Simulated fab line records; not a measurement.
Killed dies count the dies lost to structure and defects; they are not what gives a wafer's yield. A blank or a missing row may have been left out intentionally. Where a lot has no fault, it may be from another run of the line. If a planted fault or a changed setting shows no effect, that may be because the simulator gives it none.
Comparing a struck lot with a sound one + flow n5_finfet + 14 out of 1938 route steps
Sound: these wafers, L281.1, L281.4, L281.6. Struck: wafer L267.5 (L267.3, L267.4, from the same lot, were not struck and are left out); the cause is given at the end.
For every step that has rows: the tool of each side, followed by ch and its chambers, followed by its first start. Under that, the readings that differ: sound wafers + struck wafers + difference of the means + sigmas: that difference in standard deviations of wafers without a fault.
alike: a reading whose means differ by less than 2 such deviations, as well as words and numbers matching on both sides. not compared: withheld readings; readings where some wafer has no value; bounds like >300 that might hide an equal value; numbers whose values overlap and for which the record gives no deviation.
Wherever a step has rows on one side only, a row that says differs or no value, or a row with sigmas, the two part there. Numbers that have no deviation but don't overlap get no sigmas and don't part them. A reading that every wafer of one side lacks parts them only if that side has two wafers or more.

first, 3 steps without rows for these wafers: N5_BEOL_M5_ANNEAL_89 (time 1800 s); N5_BEOL_M5_SPUTTER_90 (material Cu, target thk 4.5 nm, time 8.29 s); N5_BEOL_M5_ECD_50 (material Cu, target thk 300 nm).
N5_BEOL_M5_ANNEAL_51: time 90 s.
  sound on rtp_anneal-01 ch 0, day 13 21:34; struck on rtp_anneal-02 ch 0, day 10 02:53
| reading          | sound                | struck | difference | sigmas |
|------------------|----------------------|--------|------------|--------|
| wafer_temp_C_max | 226.28 226.23 226.31 | 225.73 | -0.54      | -2     |
  alike: anneal_temp_c
N5_BEOL_M5_CMP_52: polishes, stops on SiCOH lowk, t overpolish 6.9 s, target thk 62 nm.
  sound on cmp-03 ch 1,2, day 13 22:20; struck on cmp-01 ch 1, day 10 03:06
  alike: barrier_field_endpoint_s, motor_current_A, overpolish_run_s, slurry_filter_dp_kPa, time_to_endpoint_s
N5_BEOL_M5_THK_MEAS_53: measures by xrf.
  sound on film_metro-01, day 13 22:38; struck on film_metro-01, day 10 03:23
  alike: M5_THK
N5_BEOL_M5_PRE_CLEAN_77: time 15 s.
  sound on cvd_co-01 ch 0,1,2, day 13 22:50; struck on cvd_co-01 ch 1, day 10 03:27
  alike: heater_power_w, rf_fwd_power_W
N5_BEOL_M5_CO_CAP_78: material Co, precursor CCTBA/H2, target thk 2 nm, time 102.1 s.
  sound on cvd_co-01 ch 0,1,2, day 13 22:52; struck on cvd_co-01 ch 1, day 10 03:31
  alike: heater_power_w
then, 2 steps without rows for these wafers: N5_BEOL_M5_PRE_CLEAN_55 (time 15 s); N5_BEOL_M5_DEP_56 (deposits SiCN from 3MS/NH3, target thk 8 nm, time 14 s).
N5_BEOL_M5_RS_MEAS_57: measures by four-point-probe.
  sound on film_metro-02, day 13 23:04; struck on film_metro-02, day 10 03:44
  alike: M5_RS
N5_BEOL_M5_INSPECT_58: inspects for defects (darkfield).
  sound on defect_inspect-01, day 13 23:05; struck on defect_inspect-02, day 10 03:46
  alike: raw_defect_count
N5_BEOL_M6_ILD_DEP_00: deposits SiCOH lowk from DEMS/porogen, target thk 179.75 nm, time 33.4 s.
  sound on pecvd-04 ch 0,1,2, day 13 23:07; struck on pecvd-02 ch 2, day 10 03:48
| reading              | sound                | struck | difference | sigmas |
|----------------------|----------------------|--------|------------|--------|
| susceptor_temp_C (C) | 300.18 300.13 299.98 | 298.74 | -1.36      | -8     |
  alike: heater_power_w, rf_fwd_power_W, showerhead_plenum_p_Torr, throttle_valve_pct
N5_BEOL_M6_CURE_74: cures SiCOH lowk, time 240 s.
  sound on uv_cure-03 ch 1, day 13 23:11; struck on uv_cure-02 ch 2, day 10 04:01
  alike: lamp_power_pct, wafer_temp_C_max

== WHERE THEY PART ==
Last at N5_BEOL_M6_ILD_DEP_00 as far as this record goes, first at N5_BEOL_M5_ANNEAL_51. Later steps at which nothing parts them and some readings are alike: N5_BEOL_M6_CURE_74.

WHY: the cause the simulator had injected
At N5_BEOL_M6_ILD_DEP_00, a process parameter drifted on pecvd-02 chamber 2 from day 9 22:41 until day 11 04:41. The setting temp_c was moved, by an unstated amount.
